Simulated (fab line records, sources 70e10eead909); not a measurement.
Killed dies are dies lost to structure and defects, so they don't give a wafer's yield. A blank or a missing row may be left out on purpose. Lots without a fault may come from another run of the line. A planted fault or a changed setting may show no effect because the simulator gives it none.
Which tool did it? | flow nand_harc | 14 lots, 42 wafers sampled, at 4 steps of a route of 1302

WHAT THE GAUGES READ, wafer by wafer
NHARC_P_GATE_CD_MEAS_33.
lot  | measured     | on        | cd_nm (nm)
L528 | day 5 05:12  | cd_sem-01 | 116 124 114
L531 | day 6 11:20  | cd_sem-01 | 121 122 120
L532 | day 6 18:14  | cd_sem-03 | 120 117 116
L533 | day 7 10:38  | cd_sem-03 | 121 115 119
L534 | day 7 12:41  | cd_sem-02 | 119 115 117
L535 | day 8 03:38  | cd_sem-02 | 120 126 123
L539 | day 9 20:23  | cd_sem-03 | 117 113 127
L540 | day 10 07:59 | cd_sem-01 | 117 122 119
L545 | day 12 01:47 | cd_sem-03 | 123 120 118
L546 | day 12 17:54 | cd_sem-01 | 129 120 125
L548 | day 13 13:23 | cd_sem-02 | 124 120 125
L549 | day 13 19:46 | cd_sem-03 | 126 115 123
L550 | day 14 11:34 | cd_sem-03 | 116 125 120
L551 | day 14 19:00 | cd_sem-02 | 111 120 113

NHARC_P_CONTACT_OVL_MEAS_13.
lot  | measured     | on         | overlay_x_nm (nm) | overlay_y_nm (nm)
L528 | day 6 00:13  | overlay-01 | -0.1 -0.1 -0.1    | -0.4 0.4 -0.1
L531 | day 7 09:06  | overlay-02 | 0.8 0.7 1.0       | -1.0 -1.0 -1.2
L532 | day 7 15:26  | overlay-02 | 0.2 1.3 0.7       | -1.3 -1.1 -1.2
L533 | day 8 05:46  | overlay-02 | -1.7 -1.4 -0.6    | -0.4 -1.2 -0.4
L534 | day 8 07:47  | overlay-02 | -1.8 -1.0 -1.3    | -0.7 -1.0 -0.6
L535 | day 8 22:56  | overlay-01 | -0.7 -0.3 -0.8    | 1.1 0.3 0.3
L539 | day 10 21:54 | overlay-01 | -0.9 0.0 -0.1     | -2.4 -1.9 -2.4
L540 | day 11 03:10 | overlay-02 | -0.7 -0.6 -0.3    | 0.6 -0.1 0.0
L545 | day 12 23:07 | overlay-01 | 0.2 0.4 0.2       | -1.0 -0.2 -0.8
L546 | day 13 12:47 | overlay-02 | 2.3 1.8 1.9       | -0.1 0.2 -0.9
L548 | day 14 08:38 | overlay-01 | -1.1 -1.1 -1.2    | -0.8 -0.1 -0.5
L549 | day 14 14:52 | overlay-01 | 0.4 0.7 0.5       | -1.4 -0.9 -0.4
L550 | day 15 06:32 | overlay-01 | 0.4 0.5 0.2       | -1.5 -1.4 -1.1
L551 | day 15 14:29 | overlay-01 | -1.1 -0.5 -1.1    | 1.7 1.2 2.2

WHICH TOOL RAN EACH LOT (tool, then ch and the chambers of the sampled wafers, then the start)
lot  | NHARC_P_GATE_PRE_CLEAN_110   | NHARC_P_CONTACT_DEP_00
L528 | pvd_sputter-02, day 5 21:37  | pecvd-04 ch 0,2, day 6 00:13 or earlier
L531 | pvd_sputter-02, day 7 06:29  | pecvd-02 ch 0,1,2, day 7 09:06 or earlier
L532 | pvd_sputter-02, day 7 12:57  | pecvd-01 ch 0,1,2, day 7 15:26 or earlier
L533 | pvd_sputter-02, day 8 03:16  | pecvd-02 ch 0,2, day 8 05:46 or earlier
L534 | pvd_sputter-01, day 8 05:11  | pecvd-01 ch 0,2, day 8 07:47 or earlier
L535 | pvd_sputter-01, day 8 20:19  | pecvd-01 ch 1,2, day 8 22:56 or earlier
L539 | pvd_sputter-03, day 10 19:18 | pecvd-04 ch 0,1,2, day 10 21:54 or earlier
L540 | pvd_sputter-03, day 11 00:35 | pecvd-02 ch 0,1, day 11 03:10 or earlier
L545 | pvd_sputter-03, day 12 20:31 | pecvd-02 ch 0,1,2, day 12 23:07 or earlier
L546 | pvd_sputter-02, day 13 10:19 | pecvd-02 ch 0,1,2, day 13 12:47 or earlier
L548 | pvd_sputter-03, day 14 06:02 | pecvd-04 ch 0,2, day 14 08:38 or earlier
L549 | pvd_sputter-03, day 14 12:16 | pecvd-04 ch 0,1, day 14 14:52 or earlier
L550 | pvd_sputter-02, day 15 03:56 | pecvd-04 ch 0,1,2, day 15 06:32 or earlier
L551 | pvd_sputter-02, day 15 11:39 | pecvd-04 ch 0,2, day 15 12:58
- NHARC_P_GATE_PRE_CLEAN_110: time 30 s.
- NHARC_P_CONTACT_DEP_00: deposits SiO2, target thk 500 nm.

WHAT THE TOOLS THEMSELVES READ (means of the sampled wafers that have a number; where no wafer has one, the mark that the record gives instead)
NHARC_P_GATE_PRE_CLEAN_110.
lot  | tool           | bias_v (V)
L528 | pvd_sputter-02 | 197.4
L531 | pvd_sputter-02 | 197.9
L532 | pvd_sputter-02 | 199.2
L533 | pvd_sputter-02 | 199.0
L534 | pvd_sputter-01 | 200.3
L535 | pvd_sputter-01 | 198.1
L539 | pvd_sputter-03 | -
L540 | pvd_sputter-03 | -
L545 | pvd_sputter-03 | 201.0
L546 | pvd_sputter-02 | 200.3
L548 | pvd_sputter-03 | 199.0
L549 | pvd_sputter-03 | 200.9
L550 | pvd_sputter-02 | 201.2
L551 | pvd_sputter-02 | 201.5

NHARC_P_CONTACT_DEP_00.
lot  | tool     | heater_power_outer_w (W) | heater_power_w (W) | throttle_valve_pct (%)
L528 | pecvd-04 | 362                      | 642                | 16.0
L531 | pecvd-02 | 353                      | 609                | 15.8
L532 | pecvd-01 | 317                      | 566                | 16.0
L533 | pecvd-02 | 274                      | 509                | 15.5
L534 | pecvd-01 | 287                      | 493                | 15.8
L535 | pecvd-01 | 407                      | 710                | 16.0
L539 | pecvd-04 | 310                      | 536                | 16.3
L540 | pecvd-02 | 279                      | 526                | 15.7
L545 | pecvd-02 | 334                      | 600                | 15.5
L546 | pecvd-02 | 365                      | 630                | 15.5
L548 | pecvd-04 | 366                      | 633                | 15.9
L549 | pecvd-04 | 289                      | 483                | 16.5
L550 | pecvd-04 | 335                      | 577                | 16.3
L551 | pecvd-04 | 355                      | 640                | 16.0

THE ANSWER, worked out from the rows above alone
Rule: what is usual is taken from the lots themselves. Put in order of their means at a reading, lots are off if they are a third of the lots or fewer, leave a main group of 4 or more, and stand apart from it by a gap of 3 or more times the standard deviation of the main group's means; of several such gaps the widest counts. A main group whose means are all the same, to the digits that the tables above print for the reading, isn't used. A lot without any number at a reading at which 4 lots or more have one is off too. The other lots that the step has rows for count as sound. The gauges are gone through in route order, then the tools' own readings, and for those a lot's mean is taken as printed above. The first step at which some lot is off is used, and at that step the reading that is off furthest; a lot without a number counts as furthest.
Off: L539, L540, at NHARC_P_GATE_PRE_CLEAN_110 (bias_v). Without a number there: L539, L540. The main group: mean 199.7 V, standard deviation 1.3.
A tool fits if, at that step or a process step before it, it ran every lot that is off, and no sound lot after the first of them. None of those tried fits.

WHAT THE SIMULATOR HAD PUT IN
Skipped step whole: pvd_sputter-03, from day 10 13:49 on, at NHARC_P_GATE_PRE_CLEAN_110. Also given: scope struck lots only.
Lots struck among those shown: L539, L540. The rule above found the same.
